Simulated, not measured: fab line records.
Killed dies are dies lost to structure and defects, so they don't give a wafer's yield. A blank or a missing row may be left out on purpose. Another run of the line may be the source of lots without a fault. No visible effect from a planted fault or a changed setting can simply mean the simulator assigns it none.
What tool caused it? || flow nand harc || 24 lots with 72 wafers sampled at 4 steps, on a route of 1302 steps

## WHAT EACH GAUGE READ, for each wafer
NHARC_A_SLIT_CD_MEAS_09: target cd 300 nm. Usual: cd nm at 300.1 nm, with a standard deviation of 0.48.
{"lot": "L075", "measured": "day 20 05:47", "on": "cd sem-02", "cd nm (nm)": "300.5 300.3 300.0", "flag": ""}
{"lot": "L074", "measured": "day 20 05:56", "on": "cd sem-01", "cd nm (nm)": "300.3 300.6 299.5", "flag": ""}
{"lot": "L076", "measured": "day 20 13:06", "on": "cd sem-02", "cd nm (nm)": "300.4 299.8 300.2", "flag": ""}
{"lot": "L077", "measured": "day 20 21:14", "on": "cd sem-01", "cd nm (nm)": "300.8 300.4 300.3", "flag": ""}
{"lot": "L078", "measured": "day 22 06:52", "on": "cd sem-03", "cd nm (nm)": "300.5 300.1 300.7", "flag": ""}
{"lot": "L079", "measured": "day 22 11:11", "on": "cd sem-01", "cd nm (nm)": "299.7 299.8 300.1", "flag": ""}
{"lot": "L081", "measured": "day 22 17:37", "on": "cd sem-02", "cd nm (nm)": "299.7 300.7 299.8", "flag": ""}
{"lot": "L082", "measured": "day 22 19:53", "on": "cd sem-03", "cd nm (nm)": "299.2 299.3 299.6", "flag": ""}
{"lot": "L080", "measured": "day 22 21:16", "on": "cd sem-02", "cd nm (nm)": "300.4 300.1 300.6", "flag": ""}
{"lot": "L083", "measured": "day 23 20:24", "on": "cd sem-02", "cd nm (nm)": "299.9 299.4 300.3", "flag": ""}
{"lot": "L086", "measured": "day 23 20:33", "on": "cd sem-03", "cd nm (nm)": "299.7 300.6 300.6", "flag": ""}
{"lot": "L085", "measured": "day 23 21:59", "on": "cd sem-03", "cd nm (nm)": "300.8 300.4 300.6", "flag": ""}
{"lot": "L084", "measured": "day 24 00:07", "on": "cd sem-02", "cd nm (nm)": "301.0 299.9 300.5", "flag": ""}
{"lot": "L087", "measured": "day 24 16:49", "on": "cd sem-03", "cd nm (nm)": "300.6 300.5 299.6", "flag": ""}
{"lot": "L090", "measured": "day 26 03:13", "on": "cd sem-01", "cd nm (nm)": "300.0 300.3 300.3", "flag": ""}
{"lot": "L088", "measured": "day 26 03:25", "on": "cd sem-01", "cd nm (nm)": "299.9 300.3 300.4", "flag": ""}
{"lot": "L089", "measured": "day 26 03:44", "on": "cd sem-01", "cd nm (nm)": "299.5 299.7 299.4", "flag": ""}
{"lot": "L092", "measured": "day 27 15:41", "on": "cd sem-02", "cd nm (nm)": "300.3 300.2 299.3", "flag": ""}
{"lot": "L091", "measured": "day 27 15:58", "on": "cd sem-03", "cd nm (nm)": "301.2 300.3 300.5", "flag": ""}
{"lot": "L093", "measured": "day 28 01:38", "on": "cd sem-01", "cd nm (nm)": "300.0 301.0 301.4", "flag": ""}
{"lot": "L094", "measured": "day 28 03:04", "on": "cd sem-03", "cd nm (nm)": "300.7 300.3 299.8", "flag": ""}
{"lot": "L095", "measured": "day 28 10:07", "on": "cd sem-01", "cd nm (nm)": "299.8 300.0 299.9", "flag": ""}
{"lot": "L097", "measured": "day 29 00:30", "on": "cd sem-03", "cd nm (nm)": "300.5 299.1 299.9", "flag": ""}
{"lot": "L096", "measured": "day 29 06:40", "on": "cd sem-02", "cd nm (nm)": "299.9 300.2 300.7", "flag": ""}

NHARC_A_WL_FILL_INSPECT_15. Usual: raw defect count at 444, with a standard deviation of 110.
{"lot": "L075", "measured": "day 21 18:23", "on": "defect inspect-02", "raw defect count": "554 437 516", "flag": ""}
{"lot": "L074", "measured": "day 21 15:49", "on": "defect inspect-01", "raw defect count": "471 379 588", "flag": ""}
{"lot": "L076", "measured": "day 21 21:52", "on": "defect inspect-01", "raw defect count": "360 413 443", "flag": ""}
{"lot": "L077", "measured": "day 22 10:46", "on": "defect inspect-02", "raw defect count": "591 500 619", "flag": ""}
{"lot": "L078", "measured": "day 23 16:10", "on": "defect inspect-02", "raw defect count": "371 428 475", "flag": ""}
{"lot": "L079", "measured": "day 23 16:13", "on": "defect inspect-01", "raw defect count": "352 383 353", "flag": ""}
{"lot": "L081", "measured": "day 24 03:08", "on": "defect inspect-02", "raw defect count": "691 732 468", "flag": ""}
{"lot": "L082", "measured": "day 24 07:20", "on": "defect inspect-01", "raw defect count": "605 557 465", "flag": ""}
{"lot": "L080", "measured": "day 24 07:12", "on": "defect inspect-02", "raw defect count": "251 291 332", "flag": ""}
{"lot": "L083", "measured": "day 25 04:55", "on": "defect inspect-02", "raw defect count": "358 438 327", "flag": ""}
{"lot": "L086", "measured": "day 25 04:54", "on": "defect inspect-02", "raw defect count": "318 418 384", "flag": ""}
{"lot": "L085", "measured": "day 25 11:52", "on": "defect inspect-01", "raw defect count": "281 328 295", "flag": ""}
{"lot": "L084", "measured": "day 25 11:42", "on": "defect inspect-02", "raw defect count": "461 464 404", "flag": ""}
{"lot": "L087", "measured": "day 26 01:01", "on": "defect inspect-01", "raw defect count": "361 499 412", "flag": ""}
{"lot": "L090", "measured": "day 27 15:28", "on": "defect inspect-02", "raw defect count": "459 504 407", "flag": ""}
{"lot": "L088", "measured": "day 27 13:02", "on": "defect inspect-01", "raw defect count": "367 300 351", "flag": ""}
{"lot": "L089", "measured": "day 27 13:08", "on": "defect inspect-02", "raw defect count": "584 566 470", "flag": ""}
{"lot": "L092", "measured": "day 29 03:48", "on": "defect inspect-01", "raw defect count": "733 596 695", "flag": ""}
{"lot": "L091", "measured": "day 29 03:49", "on": "defect inspect-02", "raw defect count": "484 455 406", "flag": ""}
{"lot": "L093", "measured": "day 29 13:38", "on": "defect inspect-01", "raw defect count": "468 455 335", "flag": ""}
{"lot": "L094", "measured": "day 29 16:45", "on": "defect inspect-02", "raw defect count": "599 600 383", "flag": ""}
{"lot": "L095", "measured": "day 29 16:52", "on": "defect inspect-01", "raw defect count": "581 432 486", "flag": ""}
{"lot": "L097", "measured": "day 30 09:08", "on": "defect inspect-02", "raw defect count": "414 379 395", "flag": ""}
{"lot": "L096", "measured": "day 30 15:28", "on": "defect inspect-02", "raw defect count": "446 392 335", "flag": ""}

## WHICH TOOL RAN EACH LOT (tool, then ch and the chambers of the sampled wafers, then the start)
{"lot": "L075", "NHARC_A_SLIT_ETCH_24": "rie diel-03 ch 0,2, day 20 06:04", "NHARC_A_WL_FILL_STRIP_27": "plasma asher-02 ch 0,1, day 20 21:06"}
{"lot": "L074", "NHARC_A_SLIT_ETCH_24": "rie diel-13 ch 1,3, day 20 06:13", "NHARC_A_WL_FILL_STRIP_27": "plasma asher-01 ch 0,1, day 20 21:05"}
{"lot": "L076", "NHARC_A_SLIT_ETCH_24": "rie diel-06 ch 1,2,3, day 20 13:23", "NHARC_A_WL_FILL_STRIP_27": "plasma asher-02 ch 0,1, day 21 04:08"}
{"lot": "L077", "NHARC_A_SLIT_ETCH_24": "rie diel-03 ch 1,2,3, day 20 21:30", "NHARC_A_WL_FILL_STRIP_27": "plasma asher-02 ch 0,1, day 21 14:41"}
{"lot": "L078", "NHARC_A_SLIT_ETCH_24": "rie diel-13 ch 0,1,3, day 22 07:08", "NHARC_A_WL_FILL_STRIP_27": "plasma asher-02 ch 0,1, day 22 22:13"}
{"lot": "L079", "NHARC_A_SLIT_ETCH_24": "rie diel-13 ch 1,2,3, day 22 11:27", "NHARC_A_WL_FILL_STRIP_27": "plasma asher-01 ch 0,1, day 23 02:13"}
{"lot": "L081", "NHARC_A_SLIT_ETCH_24": "rie diel-06 ch 1,2,3, day 22 17:54", "NHARC_A_WL_FILL_STRIP_27": "plasma asher-01 ch 0,1, day 23 09:40"}
{"lot": "L082", "NHARC_A_SLIT_ETCH_24": "rie diel-06 ch 0,1,2, day 22 20:09", "NHARC_A_WL_FILL_STRIP_27": "plasma asher-01 ch 0,1, day 23 14:46"}
{"lot": "L080", "NHARC_A_SLIT_ETCH_24": "rie diel-03 ch 0,2, day 22 21:32", "NHARC_A_WL_FILL_STRIP_27": "plasma asher-01 ch 0,1, day 23 14:58"}
{"lot": "L083", "NHARC_A_SLIT_ETCH_24": "rie diel-03 ch 0,1,2, day 23 20:41", "NHARC_A_WL_FILL_STRIP_27": "plasma asher-02 ch 0,1, day 24 11:25"}
{"lot": "L086", "NHARC_A_SLIT_ETCH_24": "rie diel-03 ch 0,1,3, day 23 21:29", "NHARC_A_WL_FILL_STRIP_27": "plasma asher-01 ch 0,1, day 24 13:24"}
{"lot": "L085", "NHARC_A_SLIT_ETCH_24": "rie diel-06 ch 1,2,3, day 23 22:16", "NHARC_A_WL_FILL_STRIP_27": "plasma asher-02 ch 0,1, day 24 16:47"}
{"lot": "L084", "NHARC_A_SLIT_ETCH_24": "rie diel-03 ch 1,2,3, day 24 00:24", "NHARC_A_WL_FILL_STRIP_27": "plasma asher-01 ch 0,1, day 24 17:10"}
{"lot": "L087", "NHARC_A_SLIT_ETCH_24": "rie diel-03 ch 1,2, day 24 17:04", "NHARC_A_WL_FILL_STRIP_27": "plasma asher-02 ch 0,1, day 25 07:41"}
{"lot": "L090", "NHARC_A_SLIT_ETCH_24": "rie diel-06 ch 0,1,2, day 26 03:31", "NHARC_A_WL_FILL_STRIP_27": "plasma asher-02 ch 0,1, day 26 18:12"}
{"lot": "L088", "NHARC_A_SLIT_ETCH_24": "rie diel-13 ch 0,2,3, day 26 03:41", "NHARC_A_WL_FILL_STRIP_27": "plasma asher-01 ch 0,1, day 26 18:31"}
{"lot": "L089", "NHARC_A_SLIT_ETCH_24": "rie diel-03 ch 0,1,3, day 26 04:02", "NHARC_A_WL_FILL_STRIP_27": "plasma asher-02 ch 0,1, day 26 22:20"}
{"lot": "L092", "NHARC_A_SLIT_ETCH_24": "rie diel-03 ch 0,3, day 27 15:58", "NHARC_A_WL_FILL_STRIP_27": "plasma asher-01 ch 0,1, day 28 06:38"}
{"lot": "L091", "NHARC_A_SLIT_ETCH_24": "rie diel-13 ch 0,1, day 27 16:14", "NHARC_A_WL_FILL_STRIP_27": "plasma asher-01 ch 0,1, day 28 10:37"}
{"lot": "L093", "NHARC_A_SLIT_ETCH_24": "rie diel-03 ch 0,2,3, day 28 01:55", "NHARC_A_WL_FILL_STRIP_27": "plasma asher-01 ch 0,1, day 28 21:24"}
{"lot": "L094", "NHARC_A_SLIT_ETCH_24": "rie diel-13 ch 0,2, day 28 03:20", "NHARC_A_WL_FILL_STRIP_27": "plasma asher-02 ch 0,1, day 28 21:43"}
{"lot": "L095", "NHARC_A_SLIT_ETCH_24": "rie diel-06 ch 1,2, day 28 10:23", "NHARC_A_WL_FILL_STRIP_27": "plasma asher-02 ch 0,1, day 29 01:06"}
{"lot": "L097", "NHARC_A_SLIT_ETCH_24": "rie diel-03 ch 0,1,2, day 29 00:46", "NHARC_A_WL_FILL_STRIP_27": "plasma asher-02 ch 0, day 29 15:23"}
{"lot": "L096", "NHARC_A_SLIT_ETCH_24": "rie diel-06 ch 1,2,3, day 29 06:56", "NHARC_A_WL_FILL_STRIP_27": "plasma asher-02 ch 0,1, day 29 21:40"}
- NHARC_A_SLIT_ETCH_24: etches the open film in CF4/CHF3, target depth 121 nm, time 60.5 s.
- NHARC_A_WL_FILL_STRIP_27: strips in N2/H2, time 20 s.

## AS READ BY THE TOOLS THEMSELVES (means over the sampled wafers that have a number; for cases with no such wafer, the mark the record gives instead)
NHARC_A_SLIT_ETCH_24. Usual: drypump motor current A 5.3 A, standard deviation 0.46; oes product au 0.960 a.u., standard deviation 0.02; rf vpp V 370.6 V, standard deviation 2.6; showerhead plenum p Torr 1.57 Torr, standard deviation 0.073; throttle valve pct 16.803 %, standard deviation 0.0094.
{"lot": "L075", "tool": "rie diel-03", "drypump motor current A (A)": 5.2, "oes product au (a.u.)": 0.940, "rf vpp V (V)": 373.8, "showerhead plenum p Torr (Torr)": 1.67, "throttle valve pct (%)": 16.816, "flag": ""}
{"lot": "L074", "tool": "rie diel-13", "drypump motor current A (A)": 5.2, "oes product au (a.u.)": 0.966, "rf vpp V (V)": 371.6, "showerhead plenum p Torr (Torr)": 1.60, "throttle valve pct (%)": 16.799, "flag": ""}
{"lot": "L076", "tool": "rie diel-06", "drypump motor current A (A)": 5.8, "oes product au (a.u.)": 0.947, "rf vpp V (V)": 367.8, "showerhead plenum p Torr (Torr)": 1.48, "throttle valve pct (%)": 16.804, "flag": ""}
{"lot": "L077", "tool": "rie diel-03", "drypump motor current A (A)": 5.0, "oes product au (a.u.)": 0.962, "rf vpp V (V)": 371.0, "showerhead plenum p Torr (Torr)": 1.60, "throttle valve pct (%)": 16.809, "flag": ""}
{"lot": "L078", "tool": "rie diel-13", "drypump motor current A (A)": 5.3, "oes product au (a.u.)": 0.929, "rf vpp V (V)": 370.4, "showerhead plenum p Torr (Torr)": 1.56, "throttle valve pct (%)": 16.805, "flag": ""}
{"lot": "L079", "tool": "rie diel-13", "drypump motor current A (A)": 5.0, "oes product au (a.u.)": 0.971, "rf vpp V (V)": 370.7, "showerhead plenum p Torr (Torr)": 1.58, "throttle valve pct (%)": 16.799, "flag": ""}
{"lot": "L081", "tool": "rie diel-06", "drypump motor current A (A)": 5.8, "oes product au (a.u.)": 0.969, "rf vpp V (V)": 366.9, "showerhead plenum p Torr (Torr)": 1.48, "throttle valve pct (%)": 16.802, "flag": ""}
{"lot": "L082", "tool": "rie diel-06", "drypump motor current A (A)": 5.5, "oes product au (a.u.)": 0.971, "rf vpp V (V)": 368.1, "showerhead plenum p Torr (Torr)": 1.52, "throttle valve pct (%)": 16.801, "flag": ""}
{"lot": "L080", "tool": "rie diel-03", "drypump motor current A (A)": 5.1, "oes product au (a.u.)": 0.973, "rf vpp V (V)": 373.3, "showerhead plenum p Torr (Torr)": 1.66, "throttle valve pct (%)": 16.812, "flag": ""}
{"lot": "L083", "tool": "rie diel-03", "drypump motor current A (A)": 5.1, "oes product au (a.u.)": 0.974, "rf vpp V (V)": 371.7, "showerhead plenum p Torr (Torr)": 1.62, "throttle valve pct (%)": 16.800, "flag": ""}
{"lot": "L086", "tool": "rie diel-03", "drypump motor current A (A)": 5.1, "oes product au (a.u.)": 0.951, "rf vpp V (V)": 371.3, "showerhead plenum p Torr (Torr)": 1.59, "throttle valve pct (%)": 16.806, "flag": ""}
{"lot": "L085", "tool": "rie diel-06", "drypump motor current A (A)": 5.8, "oes product au (a.u.)": 0.962, "rf vpp V (V)": 367.3, "showerhead plenum p Torr (Torr)": 1.48, "throttle valve pct (%)": 16.809, "flag": ""}
{"lot": "L084", "tool": "rie diel-03", "drypump motor current A (A)": 5.1, "oes product au (a.u.)": 0.974, "rf vpp V (V)": 371.8, "showerhead plenum p Torr (Torr)": 1.60, "throttle valve pct (%)": 16.794, "flag": ""}
{"lot": "L087", "tool": "rie diel-03", "drypump motor current A (A)": 5.1, "oes product au (a.u.)": 0.968, "rf vpp V (V)": 371.6, "showerhead plenum p Torr (Torr)": 1.58, "throttle valve pct (%)": 16.804, "flag": ""}
{"lot": "L090", "tool": "rie diel-06", "drypump motor current A (A)": 5.5, "oes product au (a.u.)": 0.971, "rf vpp V (V)": 368.6, "showerhead plenum p Torr (Torr)": 1.52, "throttle valve pct (%)": 16.799, "flag": ""}
{"lot": "L088", "tool": "rie diel-13", "drypump motor current A (A)": 5.4, "oes product au (a.u.)": 0.932, "rf vpp V (V)": 372.5, "showerhead plenum p Torr (Torr)": 1.60, "throttle valve pct (%)": 16.803, "flag": ""}
{"lot": "L089", "tool": "rie diel-03", "drypump motor current A (A)": 5.0, "oes product au (a.u.)": 0.967, "rf vpp V (V)": 370.4, "showerhead plenum p Torr (Torr)": 1.59, "throttle valve pct (%)": 16.799, "flag": ""}
{"lot": "L092", "tool": "rie diel-03", "drypump motor current A (A)": 5.0, "oes product au (a.u.)": 0.928, "rf vpp V (V)": 371.5, "showerhead plenum p Torr (Torr)": 1.61, "throttle valve pct (%)": 16.812, "flag": ""}
{"lot": "L091", "tool": "rie diel-13", "drypump motor current A (A)": 5.0, "oes product au (a.u.)": 0.984, "rf vpp V (V)": 368.8, "showerhead plenum p Torr (Torr)": 1.50, "throttle valve pct (%)": 16.800, "flag": ""}
{"lot": "L093", "tool": "rie diel-03", "drypump motor current A (A)": 5.0, "oes product au (a.u.)": 0.969, "rf vpp V (V)": 372.9, "showerhead plenum p Torr (Torr)": 1.64, "throttle valve pct (%)": 16.807, "flag": ""}
{"lot": "L094", "tool": "rie diel-13", "drypump motor current A (A)": 5.4, "oes product au (a.u.)": 0.928, "rf vpp V (V)": 370.7, "showerhead plenum p Torr (Torr)": 1.57, "throttle valve pct (%)": 16.805, "flag": ""}
{"lot": "L095", "tool": "rie diel-06", "drypump motor current A (A)": 5.4, "oes product au (a.u.)": 0.950, "rf vpp V (V)": 367.9, "showerhead plenum p Torr (Torr)": 1.48, "throttle valve pct (%)": 16.802, "flag": ""}
{"lot": "L097", "tool": "rie diel-03", "drypump motor current A (A)": 5.1, "oes product au (a.u.)": 0.981, "rf vpp V (V)": 371.7, "showerhead plenum p Torr (Torr)": 1.62, "throttle valve pct (%)": 16.815, "flag": ""}
{"lot": "L096", "tool": "rie diel-06", "drypump motor current A (A)": 5.8, "oes product au (a.u.)": 0.959, "rf vpp V (V)": 367.4, "showerhead plenum p Torr (Torr)": 1.48, "throttle valve pct (%)": 16.803, "flag": ""}

NHARC_A_WL_FILL_STRIP_27. Usual: drypump motor current A 5.9 A, standard deviation 0.75; heater power w 332 W, standard deviation 37.
{"lot": "L075", "tool": "plasma asher-02", "drypump motor current A (A)": 5.8, "heater power w (W)": 340, "flag": ""}
{"lot": "L074", "tool": "plasma asher-01", "drypump motor current A (A)": 6.4, "heater power w (W)": 320, "flag": ""}
{"lot": "L076", "tool": "plasma asher-02", "drypump motor current A (A)": 5.8, "heater power w (W)": 331, "flag": ""}
{"lot": "L077", "tool": "plasma asher-02", "drypump motor current A (A)": 5.8, "heater power w (W)": 336, "flag": ""}
{"lot": "L078", "tool": "plasma asher-02", "drypump motor current A (A)": 5.2, "heater power w (W)": 352, "flag": ""}
{"lot": "L079", "tool": "plasma asher-01", "drypump motor current A (A)": 6.5, "heater power w (W)": 302, "flag": ""}
{"lot": "L081", "tool": "plasma asher-01", "drypump motor current A (A)": 6.5, "heater power w (W)": 308, "flag": ""}
{"lot": "L082", "tool": "plasma asher-01", "drypump motor current A (A)": 6.4, "heater power w (W)": 335, "flag": ""}
{"lot": "L080", "tool": "plasma asher-01", "drypump motor current A (A)": 6.4, "heater power w (W)": 330, "flag": ""}
{"lot": "L083", "tool": "plasma asher-02", "drypump motor current A (A)": 5.2, "heater power w (W)": 351, "flag": ""}
{"lot": "L086", "tool": "plasma asher-01", "drypump motor current A (A)": 6.5, "heater power w (W)": 313, "flag": ""}
{"lot": "L085", "tool": "plasma asher-02", "drypump motor current A (A)": 5.2, "heater power w (W)": 352, "flag": ""}
{"lot": "L084", "tool": "plasma asher-01", "drypump motor current A (A)": 6.5, "heater power w (W)": 307, "flag": ""}
{"lot": "L087", "tool": "plasma asher-02", "drypump motor current A (A)": 5.2, "heater power w (W)": 355, "flag": ""}
{"lot": "L090", "tool": "plasma asher-02", "drypump motor current A (A)": 5.8, "heater power w (W)": 326, "flag": ""}
{"lot": "L088", "tool": "plasma asher-01", "drypump motor current A (A)": 6.4, "heater power w (W)": 331, "flag": ""}
{"lot": "L089", "tool": "plasma asher-02", "drypump motor current A (A)": 5.2, "heater power w (W)": 351, "flag": ""}
{"lot": "L092", "tool": "plasma asher-01", "drypump motor current A (A)": 6.5, "heater power w (W)": 303, "flag": ""}
{"lot": "L091", "tool": "plasma asher-01", "drypump motor current A (A)": 6.3, "heater power w (W)": 338, "flag": ""}
{"lot": "L093", "tool": "plasma asher-01", "drypump motor current A (A)": 6.4, "heater power w (W)": 308, "flag": ""}
{"lot": "L094", "tool": "plasma asher-02", "drypump motor current A (A)": 5.2, "heater power w (W)": 355, "flag": ""}
{"lot": "L095", "tool": "plasma asher-02", "drypump motor current A (A)": 5.2, "heater power w (W)": 358, "flag": ""}
{"lot": "L097", "tool": "plasma asher-02", "drypump motor current A (A)": 6.3, "heater power w (W)": 305, "flag": ""}
{"lot": "L096", "tool": "plasma asher-02", "drypump motor current A (A)": 5.8, "heater power w (W)": 331, "flag": ""}

## THE ANSWER, worked out from the rows above alone
Rule: lot off if the mean of its wafers having a number is beyond 3 standard deviations from the usual mean. Also off: a lot with no number at a reading for which 4 or more lots have one. All remaining lots with rows at the step are treated as sound. Order of review: gauges by route order, followed by the tools' own readings, for which a lot's mean as printed above is used. At the first step where some lot is off, the reading lying furthest off is the one used; lots without a number count as furthest.
Across all readings shown, no lot is off: no conclusion can be drawn from this.

## WHAT HAD BEEN PUT IN BY THE SIMULATOR
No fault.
